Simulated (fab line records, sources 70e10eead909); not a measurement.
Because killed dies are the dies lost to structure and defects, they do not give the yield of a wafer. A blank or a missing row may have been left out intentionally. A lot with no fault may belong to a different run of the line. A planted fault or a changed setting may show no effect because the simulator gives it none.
Chamber matching ; flow nand-harc ; NHARC_P_GATE_DESCUM_13 on rie-diel-13: 4 sister chambers
The step chemistry O2, time 3 s. 4 wafers are shown with their chamber, then 8 later ones without.

== EACH WAFER AND ITS CHAMBER ==
wafer;chamber;showerhead-plenum-p-Torr (Torr)
L084.3;3;1.85
L084.5;1;1.97
L086.6;0;1.95
L092.1;2;2.01

== WAFERS WITH NO CHAMBER GIVEN ==
wafer;showerhead-plenum-p-Torr (Torr)
L092.2;1.96
L092.5;1.95
L095.1;1.85
L095.4;1.96
L095.5;1.96
L097.1;1.96
L097.3;1.85
L097.6;1.95

== WHICH CHAMBER EACH WENT THROUGH ==
wafer;from the rows above;in truth
L092.2;can't be placed: 0 or 1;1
L092.5;0;0
L095.1;3;3
L095.4;can't be placed: 0 or 1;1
L095.5;can't be placed: 0 or 1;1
L097.1;can't be placed: 0 or 1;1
L097.3;3;3
L097.6;0;0
Placed correctly: 4 of 8. Not placeable from these rows: 4 (in 4, the candidates include the true chamber). Placed wrongly: 0.
How it was worked out, from the rows above alone: a wafer's distance from a chamber is the root of the sum, over the readings, of the square of ((its reading less the chamber's mean) divided by the reading's scatter). If the next closest chamber is less than 2 further off than the closest, the wafer can't be placed; otherwise it belongs to the closest. The mean given for a chamber averages the wafers shown for that chamber. The scatter (one wafer shown for each chamber): square how far every hidden wafer sits from the nearest shown wafer, average those squares and take the square root.
